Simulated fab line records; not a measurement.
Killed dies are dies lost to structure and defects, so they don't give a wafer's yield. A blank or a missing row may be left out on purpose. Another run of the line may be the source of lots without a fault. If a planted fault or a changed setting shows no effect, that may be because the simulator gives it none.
Chamber matching + flow nand harc + rie diel-12 running NHARC_A_STAIRCASE_DESCUM_443: 4 sister chambers
The step chemistry O2, time 3 s. 16 wafers are shown with their chamber, then 8 later ones without.

== WAFERS, EACH WITH ITS CHAMBER ==
| wafer  | chamber | drypump motor current A (A) | showerhead plenum p Torr (Torr) | rf vpp V (V) |
|--------|---------|-----------------------------|---------------------------------|--------------|
| L076.2 | 1       | 5.2                         | 2.01                            | 58.5         |
| L076.5 | 1       | 5.2                         | 2.01                            | 58.1         |
| L076.6 | 0       | 5.5                         | 2.06                            | 59.1         |
| L078.3 | 0       | 5.5                         | 2.06                            | 60.0         |
| L078.4 | 2       | 4.9                         | 1.77                            | 56.6         |
| L078.5 | 2       | 4.9                         | 1.77                            | 56.1         |
| L081.1 | 1       | 5.2                         | 2.00                            | 58.6         |
| L081.2 | 3       | 5.4                         | 2.06                            | 58.8         |
| L081.6 | 0       | 5.5                         | 2.06                            | 59.3         |
| L085.1 | 3       | 5.3                         | 2.06                            | 58.8         |
| L085.5 | 1       | 5.2                         | 2.00                            | 57.1         |
| L085.6 | 2       | 4.9                         | 1.77                            | 56.8         |
| L089.2 | 2       | 4.9                         | 2.08                            | 59.6         |
| L089.3 | 1       | 5.2                         | 2.00                            | 59.7         |
| L089.5 | 3       | 5.4                         | 2.06                            | 59.7         |
| L090.1 | 0       | 5.5                         | 2.05                            | 57.5         |

SIGNATURES (averages over the wafers above)
| reading                  | chamber 0 | chamber 1 | chamber 2 | chamber 3 | scatter within a chamber |
|--------------------------|-----------|-----------|-----------|-----------|--------------------------|
| drypump motor current A  | 5.500     | 5.200     | 4.900     | 5.367     | 0.0236                   |
| showerhead plenum p Torr | 2.0575    | 2.0040    | 1.8475    | 2.0600    | 0.0776                   |
| rf vpp V                 | 58.975    | 58.400    | 57.275    | 59.100    | 1.11                     |
Rule: for a wafer and a chamber, the distance is found by dividing, reading by reading, the gap between the wafer's reading and the chamber's mean by the reading's scatter, squaring, summing and taking the root. If the next closest chamber is less than 2 further off than the closest, the wafer can't be placed; otherwise it belongs to the closest. The scatter: take each reading less its chamber's mean, square it, sum over the shown wafers, divide by the number of wafers less the number of chambers, and take the root.

== WAFERS WHOSE CHAMBER IS MISSING ==
| wafer  | drypump motor current A (A) | showerhead plenum p Torr (Torr) | rf vpp V (V) |
|--------|-----------------------------|---------------------------------|--------------|
| L090.3 | 5.4                         | 2.05                            | 56.3         |
| L090.5 | 5.2                         | 2.00                            | 56.7         |
| L092.1 | 5.6                         | 2.05                            | 57.5         |
| L092.4 | 5.3                         | 2.05                            | 59.3         |
| L092.6 | 5.6                         | 2.05                            | 57.9         |
| L094.1 | 5.4                         | 2.05                            | 58.5         |
| L094.3 | 5.5                         | 2.05                            | 57.1         |
| L094.5 | 4.8                         | 2.07                            | 59.7         |

== EACH ONE'S CHAMBER ==
| wafer  | from the rows above     | in truth |
|--------|-------------------------|----------|
| L090.3 | can't be placed: 3 or 0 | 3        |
| L090.5 | 1                       | 1        |
| L092.1 | 0                       | 0        |
| L092.4 | can't be placed: 3 or 1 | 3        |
| L092.6 | 0                       | 0        |
| L094.1 | 3                       | 3        |
| L094.3 | 0                       | 0        |
| L094.5 | 2                       | 2        |
6 of 8 placed correctly. These rows do not allow placing 2 (true chamber among the candidates in 2). Number placed wrongly: 0.
